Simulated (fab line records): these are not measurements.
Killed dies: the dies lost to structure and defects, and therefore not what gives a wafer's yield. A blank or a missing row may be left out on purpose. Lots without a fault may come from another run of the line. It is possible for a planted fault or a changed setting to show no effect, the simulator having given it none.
fab line records ; flow n5Finfet
record lots=9; wafers=27; lastDay=18
route steps=1938 shown DUMMY_GATE@257 SPACER0@258 SD_EPI_N@281 BEOL_M4@1111 PASSIVATION@1936
lots that met no fault: from a run of the same line without faults
startH: start of the lot's first displayed wafer, in hours after the record's first day ; waitH: time in hours since the lot's previous step ; " repeats the value in the row above ; L1.1+2: a single row standing in for several wafers ; - value missing, or start not given ; * or withheld: withheld ; < > ~ a bound
route shown NAME@n: a module of which the file shows steps, and the number in the route of the first ; usual: mean/standard deviation of fault-free wafers ; same: alike in all rows ; chamber/n: place in a boat ; sites: the reading at each site ; _std_site: their standard deviation ; _edge_site: inner sites' mean taken away from outer sites' mean ; radiusMm: for every site, how far away it sits from the centre of the wafer ; mask NAME#n: copy n ; behind: the most recent tool/chamber to have shaped the wafer ; hold: what put the lot on hold/how long, in hours/how the hold closed ; device: names the non-switching transistor (n, p or np) ; end of line: at the end of the route, the tests of the same wafers ; where a step has no rows: the recipe by itself ; killed: at the first sort, the dies lost to defects and structure; wafer yield is something else ; map: shows each die of a wafer: x if killed, . if not, _ if none is there
set.NAME: the setting that was run; set.NAME@STEP: the one run at that earlier step ; model.NAME: the simulator's own value behind a step, which no gauge read
the route's steps for a sample of lots (tables are steps, rows are wafers)
services: the hour from which a tool's chamber was out of use, counted from the record's first day as startH (under 0 if before that day), plus the number of hours and why
## steps
# step N5_DUMMY_GATE_INSPECT_27
# recipe inspectInstrument=brightfield; mode=aei
# usual rawDefectCount=307/74
lot.wafer;tool;chamber;startH;waitH;rawDefectCount
L657.1;defectInspect-01;-;47.21;0.0;386
L657.3;defectInspect-01;-;47.21;0.0;338
L657.5;defectInspect-01;-;47.21;0.0;390
L660.1;defectInspect-02;-;69.65;0.3;358
L660.3;defectInspect-02;-;69.65;0.3;305
L660.5;defectInspect-02;-;69.65;0.3;328
L665.2;defectInspect-02;-;101.85;0.0;310
L665.4;defectInspect-02;-;101.85;0.0;337
L665.6;defectInspect-02;-;101.85;0.0;420
L667.1;defectInspect-01;-;109.82;0.0;280
L667.3;defectInspect-01;-;109.82;0.0;285
L667.4;defectInspect-01;-;109.82;0.0;333
L670.2;defectInspect-02;-;132.78;0.0;351
L670.4;defectInspect-02;-;132.78;0.0;309
L670.6;defectInspect-02;-;132.78;0.0;424
L673.1;defectInspect-02;-;146.79;0.0;234
L673.5;defectInspect-02;-;146.79;0.0;288
L673.6;defectInspect-02;-;146.79;0.0;349
L676.3;defectInspect-02;-;162.85;0.0;235
L676.4;defectInspect-02;-;162.85;0.0;200
L676.5;defectInspect-02;-;162.85;0.0;253
L678.1;defectInspect-01;-;175.29;0.0;387
L678.5;defectInspect-01;-;175.29;0.0;205
L678.6;defectInspect-01;-;175.29;0.0;307
L680.1;defectInspect-01;-;188.82;0.0;414
L680.4;defectInspect-01;-;188.82;0.0;318
L680.5;defectInspect-01;-;188.82;0.0;365
# step N5_SPACER0_ALD_07
# recipe material=SiNx; targetThkA=20; tempC=400; aldPrecursorFamily=SiH2I2; aldCoReactant=N2/H2-plasma; pressureTorr=2
# usual chamberPressureTorr=2.000/0.0047; heaterPowerW=800/73
lot.wafer;tool;chamber;startH;waitH;chamberPressureTorr;heaterPowerW
L657.1;aldSin-03;3;47.25;0.0;2.001;832
L657.3;aldSin-03;0;47.25;0.0;2.004;728
L657.5;aldSin-03;2;47.25;0.0;2.005;864
L660.1;aldSin-03;2;69.69;0.0;2.002;888
L660.3;aldSin-03;0;69.69;0.0;2.001;726
L660.5;aldSin-03;1;69.69;0.0;1.990;746
L665.2;aldSin-04;3;104.14;2.3;1.992;814
L665.4;aldSin-04;2;104.14;2.3;2.000;818
L665.6;aldSin-04;2;104.14;2.3;2.007;824
L667.1;aldSin-03;0;109.85;0.0;1.998;725
L667.3;aldSin-03;2;109.85;0.0;2.003;877
L667.4;aldSin-03;3;109.85;0.0;1.990;810
L670.2;aldSin-02;1;132.82;0.0;1.995;908
L670.4;aldSin-02;3;132.82;0.0;1.994;765
L670.6;aldSin-02;3;132.82;0.0;1.995;795
L673.1;aldSin-04;1;146.83;0.0;2.003;845
L673.5;aldSin-04;2;146.83;0.0;1.995;836
L673.6;aldSin-04;3;146.83;0.0;2.001;791
L676.3;aldSin-02;1;163.38;0.5;2.011;920
L676.4;aldSin-02;3;163.38;0.5;1.997;781
L676.5;aldSin-02;2;163.38;0.5;1.993;645
L678.1;aldSin-02;1;175.33;0.0;2.002;932
L678.5;aldSin-02;0;175.33;0.0;2.003;800
L678.6;aldSin-02;1;175.33;0.0;2.000;905
L680.1;aldSin-03;1;188.86;0.0;1.996;750
L680.4;aldSin-03;0;188.86;0.0;2.000;729
L680.5;aldSin-03;0;188.86;0.0;2.001;732
# step N5_SD_EPI_N_SD_RECESS_17
# recipe chemistry=HBr/Cl2/O2; targetDepthA=410; maskMaterial=SOC; timeS=23.7; btTimeS=3; pressureMtorr=10; icpW=800; biasW=112; HBr_flow_sccm=150; Cl2_flow_sccm=80; O2_flow_sccm=12
# usual drypumpMotorCurrentA=5.7/0.44; mfcCl2Sccm=80.00/0.24; oesProductAu=1.009/0.017; throttleValvePct=36.90/0.27
lot.wafer;tool;chamber;startH;waitH;drypumpMotorCurrentA;mfcCl2Sccm;oesProductAu;rfHoursCounterH;throttleValvePct
L657.1;rieSi-05;0;48.99;0.0;5.5;80.04;1.011;169;36.89
L657.3;rieSi-05;1;48.99;0.0;5.6;79.85;1.030;42;36.82
L657.5;rieSi-05;1;48.99;0.0;5.6;79.66;1.037;-;36.82
L660.1;rieSi-03;0;71.44;0.0;5.7;80.74;1.008;195;36.74
L660.3;rieSi-03;3;71.44;0.0;6.6;79.87;0.988;111;36.35
L660.5;rieSi-03;0;71.44;0.0;5.7;80.27;1.002;-;36.74
L665.2;rieSi-03;0;105.88;0.0;5.6;79.95;0.998;196;36.76
L665.4;rieSi-03;3;105.88;0.0;6.6;80.03;0.989;112;36.37
L665.6;rieSi-03;2;105.88;0.0;6.4;79.74;1.011;-;36.99
L667.1;rieSi-03;2;111.94;0.0;6.4;79.69;1.002;21;36.99
L667.3;rieSi-03;3;111.94;0.0;6.6;79.77;0.991;112;36.36
L667.4;rieSi-03;1;111.94;0.0;5.8;79.93;0.990;54;37.29
L670.2;rieSi-05;3;134.59;0.0;5.0;80.26;1.010;75;36.89
L670.4;rieSi-05;2;134.59;0.0;6.0;79.97;0.999;83;37.21
L670.6;rieSi-05;3;134.59;0.0;5.0;79.96;1.006;-;36.89
L673.1;rieSi-05;3;148.93;0.0;5.0;79.87;1.013;75;36.90
L673.5;rieSi-05;2;148.93;0.0;6.1;80.05;0.996;-;37.23
L673.6;rieSi-05;1;148.93;0.0;5.6;79.94;1.037;-;36.82
L676.3;rieSi-05;1;164.99;0.0;5.6;79.95;1.043;45;36.82
L676.4;rieSi-05;3;164.99;0.0;5.0;79.84;1.012;-;36.88
L676.5;rieSi-05;1;164.99;0.0;5.6;80.15;1.035;-;36.82
L678.1;rieSi-05;1;177.07;0.0;5.6;79.90;1.034;45;36.83
L678.5;rieSi-05;3;177.07;0.0;5.0;80.14;1.011;-;36.89
L678.6;rieSi-05;0;177.07;0.0;5.5;79.52;1.013;-;36.91
L680.1;rieSi-05;0;190.98;0.0;5.5;80.08;1.013;171;36.89
L680.4;rieSi-05;3;190.98;0.0;5.0;80.24;1.013;76;36.90
L680.5;rieSi-05;0;190.98;0.0;5.5;79.91;1.014;-;36.91
# step N5_SD_EPI_N_EPI_21
# recipe material=Si:P; dopant=P; tempC=680; pressureTorr=255; timeS=690
# usual chamberPressureTorr=255.1/0.54
lot.wafer;tool;chamber;startH;waitH;chamberPressureTorr
L657.1;epiRpcvd-03;0;49.99;0.1;255.3
L657.3;epiRpcvd-03;0;49.99;0.1;254.6
L657.5;epiRpcvd-03;0;49.99;0.1;254.7
L660.1;epiRpcvd-03;0;72.60;0.2;254.8
L660.3;epiRpcvd-03;0;72.60;0.2;255.3
L660.5;epiRpcvd-03;0;72.60;0.2;254.7
L665.2;epiRpcvd-03;0;107.15;0.4;255.0
L665.4;epiRpcvd-03;0;107.15;0.4;255.6
L665.6;epiRpcvd-03;0;107.15;0.4;255.2
L667.1;epiRpcvd-03;0;112.93;0.1;255.1
L667.3;epiRpcvd-03;0;112.93;0.1;255.2
L667.4;epiRpcvd-03;0;112.93;0.1;255.9
L670.2;epiRpcvd-04;0;136.13;0.5;255.2
L670.4;epiRpcvd-04;0;136.13;0.5;255.1
L670.6;epiRpcvd-04;0;136.13;0.5;253.8
L673.1;epiRpcvd-04;0;149.92;0.1;254.8
L673.5;epiRpcvd-04;0;151.04;1.1;254.5
L673.6;epiRpcvd-04;0;151.04;1.1;255.0
L676.3;epiRpcvd-04;0;166.54;0.7;254.9
L676.4;epiRpcvd-04;0;166.54;0.7;255.1
L676.5;epiRpcvd-04;0;166.54;0.7;254.7
L678.1;epiRpcvd-04;0;178.07;0.1;255.5
L678.5;epiRpcvd-04;0;179.19;1.1;255.1
L678.6;epiRpcvd-04;0;179.19;1.1;254.3
L680.1;epiRpcvd-04;0;192.31;0.2;254.9
L680.4;epiRpcvd-04;0;193.43;1.2;255.4
L680.5;epiRpcvd-04;0;193.43;1.2;255.3
# step N5_SD_EPI_N_EPI_MEAS_23
# recipe mode=xrd
# usual thkNm=59.2/1.2
lot.wafer;tool;chamber;startH;waitH;thkNm
L657.1;filmMetro-02;-;51.71;1.4;59.6
L657.3;filmMetro-02;-;51.71;1.4;59.0
L657.5;filmMetro-02;-;51.71;1.4;58.8
L660.1;filmMetro-02;-;74.88;1.9;60.3
L660.3;filmMetro-02;-;74.88;1.9;59.3
L660.5;filmMetro-02;-;74.88;1.9;59.1
L665.2;filmMetro-02;-;108.59;1.2;53.1
L665.4;filmMetro-02;-;108.59;1.2;54.1
L665.6;filmMetro-02;-;108.59;1.2;50.7
L667.1;filmMetro-02;-;114.65;1.4;54.6
L667.3;filmMetro-02;-;114.65;1.4;53.1
L667.4;filmMetro-02;-;114.65;1.4;52.8
L670.2;filmMetro-01;-;138.04;1.5;57.5
L670.4;filmMetro-01;-;138.04;1.5;58.4
L670.6;filmMetro-01;-;138.04;1.5;59.6
L673.1;filmMetro-01;-;151.64;1.4;59.4
L673.5;filmMetro-01;-;151.64;1.4;57.8
L673.6;filmMetro-01;-;151.64;1.4;59.5
L676.3;filmMetro-02;-;167.70;0.9;60.0
L676.4;filmMetro-02;-;167.70;0.9;58.8
L676.5;filmMetro-02;-;167.70;0.9;58.4
L678.1;filmMetro-02;-;179.81;1.5;58.1
L678.5;filmMetro-02;-;179.81;1.5;59.2
L678.6;filmMetro-02;-;179.81;1.5;61.4
L680.1;filmMetro-02;-;194.59;1.9;58.9
L680.4;filmMetro-02;-;194.59;1.9;58.6
L680.5;filmMetro-02;-;194.59;1.9;61.1
# step N5_BEOL_M4_RC_MEAS_101
# usual DIBL_N=35.4/2.1; DIBL_P=34.8/2.6; IOFF_N=0.15/0.037; IOFF_P=0.19/0.037; ION_N=677/16; ION_P=462/9.3; SS_N=71.4/0.75; SS_P=72.9/0.77; VT_N=250/3.7; VT_P=-251/3.5
lot.wafer;tool;chamber;startH;waitH;DIBL_N[mV/V];DIBL_P[mV/V];IOFF_N[nA/um];IOFF_P[nA/um];ION_N[uA/um];ION_P[uA/um];SS_N[mV/dec];SS_P[mV/dec];VT_N[mV];VT_P[mV]
L657.1;prober-01;0;183.49;0.0;35.6;34.3;0.13;0.14;654;441;71.5;72.4;255;-257
L657.3;prober-01;0;183.49;0.0;39.3;38.9;0.22;0.20;684;455;73.0;73.8;247;-256
L657.5;prober-01;0;183.49;0.0;37.9;37.1;0.19;0.18;686;455;72.5;73.3;249;-254
L660.1;prober-02;0;198.45;0.2;34.7;35.4;0.15;0.18;697;463;70.7;72.6;249;-256
L660.3;prober-02;0;198.45;0.2;31.1;31.0;0.09;0.13;665;461;70.3;71.1;256;-256
L660.5;prober-02;0;198.45;0.2;35.3;35.7;0.14;0.19;679;464;71.1;72.5;249;-252
L665.2;prober-01;0;226.06;0.2;35.4;34.8;0.16;0.21;662;463;71.6;72.6;246;-248
L665.4;prober-01;0;226.06;0.2;33.4;32.0;0.12;0.17;666;464;71.6;72.0;251;-251
L665.6;prober-01;0;226.06;0.2;37.0;37.2;0.20;0.26;682;465;73.0;73.6;245;-245
L667.1;prober-01;0;231.34;0.7;36.0;34.6;0.13;0.21;649;450;71.0;73.0;250;-251
L667.3;prober-01;0;231.34;0.7;36.2;34.6;0.15;0.20;677;466;71.3;73.2;246;-252
L667.4;prober-01;0;231.34;0.7;37.3;35.1;0.15;0.19;661;450;71.3;72.4;249;-251
L670.2;prober-01;0;252.84;0.2;35.2;34.9;0.15;0.21;683;467;71.2;73.5;248;-248
L670.4;prober-01;0;252.84;0.2;35.3;34.9;0.14;0.21;679;469;71.3;73.1;249;-249
L670.6;prober-01;0;252.84;0.2;33.4;32.1;0.12;0.17;674;462;71.4;72.2;254;-250
L673.1;prober-01;0;278.83;0.0;37.6;37.1;0.17;0.22;678;467;71.9;73.8;248;-246
L673.5;prober-01;0;278.83;0.0;35.6;36.4;0.13;0.20;662;464;71.2;72.4;254;-250
L673.6;prober-01;0;278.83;0.0;38.4;37.6;0.22;0.24;669;460;72.4;73.7;249;-248
L676.3;prober-01;0;286.65;0.3;36.2;36.9;0.18;0.22;694;472;72.3;72.9;247;-249
L676.4;prober-01;0;286.65;0.3;37.5;38.8;0.21;0.25;697;472;72.2;73.3;246;-249
L676.5;prober-01;0;286.65;0.3;37.8;38.8;0.20;0.24;696;471;72.2;73.0;245;-245
L678.1;prober-01;0;303.81;0.3;40.6;40.7;0.28;0.31;709;480;73.2;74.6;241;-246
L678.5;prober-01;0;303.81;0.3;38.2;37.9;0.23;0.25;708;479;72.2;73.6;244;-245
L678.6;prober-01;0;303.81;0.3;36.6;36.7;0.18;0.22;702;478;72.0;73.9;246;-247
L680.1;prober-02;0;326.03;0.0;38.0;40.0;0.22;0.26;710;477;72.6;73.7;242;-247
L680.4;prober-02;0;326.03;0.0;36.1;37.1;0.18;0.23;701;476;71.7;73.3;247;-250
L680.5;prober-02;0;326.03;0.0;36.0;36.9;0.17;0.21;689;467;71.4;73.6;246;-250
# step N5_PASSIVATION_PROBE_49
# usual defectLimitedYield=90.5/1.7; killed_at_M0_to_M3=37/12; killed_at_M4_up=14/5.2; killedAtContacts=12/5.9; killedAtFrontEnd=45/14; killedAtOther=3.5/2.8; killedDies=112/21; killedOpen=73/15; killedShort=36/8.9; sort_bin_4_leakage=0.00/0.007; sort_bin_5_function=5.6/1.2; sort_bin_6_memory=3.5/0.68; sort_bin_8_speed=0.01/0.1; sortNPass=1068/21; sortYieldPct=90.5/1.8
# same grossDies=1180; killedAtBackSide=0
lot.wafer;tool;chamber;startH;waitH;defectLimitedYield[%];killed_at_M0_to_M3;killed_at_M4_up;killedAtContacts;killedAtFrontEnd;killedAtOther;killedDies;killedOpen;killedShort;sort_bin_4_leakage[%];sort_bin_5_function[%];sort_bin_6_memory[%];sort_bin_8_speed[%];sortNPass;sortYieldPct[%]
L665.2;prober-02;-;332.77;0.1;91.9;41;15;5;35;0;96;67;24;0;4.5;3.3;0;1084;91.9
L665.4;prober-02;-;332.87;0.2;90.5;28;12;12;58;2;112;82;26;0;5.3;4.0;0;1068;90.5
L665.6;prober-02;-;332.97;0.3;92.5;29;27;7;24;2;89;68;18;0;4.3;3.1;0;1091;92.5
L667.1;prober-01;-;343.00;0.0;87.3;46;14;11;75;4;150;94;54;0;8.0;4.1;0.08;1029;87.2
L667.3;prober-01;-;343.10;0.1;89.7;47;13;10;49;3;122;83;36;0;6.3;3.7;0;1058;89.7
L667.4;prober-01;-;343.15;0.2;90.8;45;8;4;47;4;108;74;33;0;5.1;3.5;0;1072;90.8
L670.2;prober-01;-;367.94;0.1;91.5;27;17;10;46;0;100;69;30;0;4.8;3.4;0;1080;91.5
L670.4;prober-01;-;368.04;0.2;90.3;28;17;19;49;2;115;81;31;0;5.7;3.6;0;1065;90.3
L670.6;prober-01;-;368.14;0.3;91.9;21;18;11;39;6;95;62;28;0;4.2;3.3;0;1085;91.9
L676.3;prober-02;-;396.53;0.1;90.7;51;11;13;32;3;110;72;36;0;5.6;3.4;0;1070;90.7
L676.4;prober-02;-;396.58;0.2;91.0;45;10;11;37;3;106;63;32;0;5.2;3.1;0;1074;91.0
L676.5;prober-02;-;396.63;0.2;90.0;53;11;9;39;6;118;78;38;0;6.1;3.6;0;1062;90.0
# killed by level:class
L665.2 BEOL_M0_SAQP:geometricParticle:open=8 BEOL_M2:geometricParticle:open=8 STI_FIN_REVEAL:geometricParticle:open=7 BEOL_M0_SAQP:geometricParticle:short=7 BEOL_M3:geometricParticle:open=6 FIN_SAQP:geometricParticle:short=5 BEOL_M4:geometricParticle:open=5 STARTING-WAFER:geometricParticle:open=5
L665.4 STI_FIN_REVEAL:geometricParticle:open=16 FIN_SAQP:geometricParticle:open=12 MOL_CONTACT_COAG:geometricParticle:open=11 BEOL_M2:geometricParticle:open=11 FIN_SAQP:geometricParticle:short=6 STARTING-WAFER:geometricParticle:open=6 BEOL_M0_SAQP:geometricParticle:open=5 DUMMY_GATE:geometricParticle:open=4
L665.6 BEOL_M4:geometricParticle:open=15 BEOL_M2:geometricParticle:open=14 STI_FIN_REVEAL:geometricParticle:open=7 FIN_SAQP:geometricParticle:open=4 MOL_CONTACT_COAG:geometricParticle:short=4 BEOL_M1:geometricParticle:open=4 DUMMY_GATE:geometricParticle:open=3 MOL_CONTACT_COAG:geometricParticle:open=3
L667.1 FIN_SAQP:geometricParticle:short=23 FIN_SAQP:geometricParticle:open=18 BEOL_M0_SAQP:geometricParticle:open=12 MOL_CONTACT_COAG:geometricParticle:open=10 BEOL_M0_SAQP:geometricParticle:short=10 BEOL_M3:geometricParticle:open=9 STI_FIN_REVEAL:geometricParticle:open=7 BEOL_M2:geometricParticle:open=7
L667.3 STI_FIN_REVEAL:geometricParticle:open=12 BEOL_M2:geometricParticle:open=12 FIN_SAQP:geometricParticle:open=11 MOL_CONTACT_COAG:geometricParticle:open=8 DUMMY_GATE:geometricParticle:open=8 BEOL_M0_SAQP:geometricParticle:short=8 BEOL_M1:geometricParticle:open=7 BEOL_M0_SAQP:geometricParticle:open=6
L667.4 BEOL_M0_SAQP:geometricParticle:open=15 BEOL_M0_SAQP:geometricParticle:short=11 FIN_SAQP:geometricParticle:open=10 DUMMY_GATE:geometricParticle:open=9 STI_FIN_REVEAL:geometricParticle:open=8 BEOL_M1:geometricParticle:open=8 FIN_SAQP:geometricParticle:short=6 STARTING-WAFER:geometricParticle:short=5
L670.2 MOL_CONTACT_COAG:geometricParticle:open=10 BEOL_M0_SAQP:geometricParticle:short=7 BEOL_M0_SAQP:geometricParticle:open=7 STARTING-WAFER:geometricParticle:open=7 FIN_SAQP:geometricParticle:open=6 STI_FIN_REVEAL:geometricParticle:open=6 DUMMY_GATE:geometricParticle:open=6 BEOL_M4:geometricParticle:open=5
L670.4 MOL_CONTACT_COAG:geometricParticle:open=16 BEOL_M1:geometricParticle:open=10 STI_FIN_REVEAL:geometricParticle:open=9 BEOL_M3:geometricParticle:open=7 FIN_SAQP:geometricParticle:open=6 DUMMY_GATE:geometricParticle:open=6 BEOL_M4:geometricParticle:open=6 STARTING-WAFER:geometricParticle:open=6
L670.6 FIN_SAQP:geometricParticle:open=10 MOL_CONTACT_COAG:geometricParticle:open=10 FIN_SAQP:geometricParticle:short=6 STI_FIN_REVEAL:geometricParticle:open=6 BEOL_M4:geometricParticle:open=6 BEOL_M6:geometricParticle:open=6 BEOL_M0_SAQP:geometricParticle:short=5 BEOL_M2:geometricParticle:short=5
L676.3 BEOL_M0_SAQP:geometricParticle:short=12 MOL_CONTACT_COAG:geometricParticle:open=11 BEOL_M3:geometricParticle:open=11 STI_FIN_REVEAL:geometricParticle:open=9 BEOL_M1:geometricParticle:open=8 BEOL_M0_SAQP:geometricParticle:open=7 FIN_SAQP:geometricParticle:short=6 BEOL_M0:geometricParticle:open=5
L676.4 BEOL_M0_SAQP:geometricParticle:open=11 BEOL_M3:geometricParticle:open=11 BEOL_M0_SAQP:geometricParticle:short=10 STI_FIN_REVEAL:geometricParticle:open=8 MOL_CONTACT_COAG:geometricParticle:open=7 HKMG_FIN:areaEtch=6 DUMMY_GATE:geometricParticle:open=5 GATE_CUT:geometricParticle:short=5
L676.5 BEOL_M0_SAQP:geometricParticle:short=12 BEOL_M0_SAQP:geometricParticle:open=11 STI_FIN_REVEAL:geometricParticle:open=10 BEOL_M1:geometricParticle:open=9 BEOL_M3:geometricParticle:open=7 MOL_CONTACT_COAG:geometricParticle:open=6 GATE_CUT:geometricParticle:short=6 BEOL_M2:geometricParticle:open=6
## services
tool;chamber;startH;hours;kind
epiRpcvd-03;-;34.83;6.0;pm
aldSin-04;1;59.41;3.4;repair
epiRpcvd-04;-;65.28;0.5;pm
aldSin-02;-;81.80;28.1;pm
aldSin-03;1;94.06;38.2;repair
rieSi-03;0;145.19;2.3;repair
aldSin-03;2;160.21;7.0;repair
rieSi-05;2;163.94;6.1;repair
rieSi-03;2;169.40;26.8;repair
aldSin-04;-;170.99;6.1;pm
aldSin-02;-;177.62;14.0;pm
aldSin-02;0;177.62;14.0;ventCycle
aldSin-02;1;177.62;14.0;ventCycle
aldSin-02;2;177.62;14.0;ventCycle
aldSin-02;3;177.62;14.0;ventCycle
rieSi-03;0;181.78;2.5;repair
rieSi-05;-;187.09;2.8;pm
aldSin-02;0;191.62;-;clean
aldSin-02;1;191.62;-;clean
aldSin-02;2;191.62;-;clean
aldSin-02;3;191.62;-;clean
## key
firstSign step=N5_SD_EPI_N_EPI_MEAS_23; reading=thkNm; direction=down; sigmas=5.1; usual=*; struck=*
effect none on later readings
metAt N5_SD_EPI_N_EPI_21
struckLots L665,L667
notActingAt N5_DUMMY_GATE_INSPECT_27,N5_SPACER0_ALD_07,N5_SD_EPI_N_SD_RECESS_17
onsetBetween 72.60 107.15
fault kind=siteProfileDrift; tool=epiRpcvd-03; chamber=-; onsetH=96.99; steps=N5_SD_EPI_N_EPI_21; basis=fraction; maxAbsDrift=0.20417; slopeSharePerHr=102.09; sitePattern=0,0,0,0,0,-1,-1,-1,-1
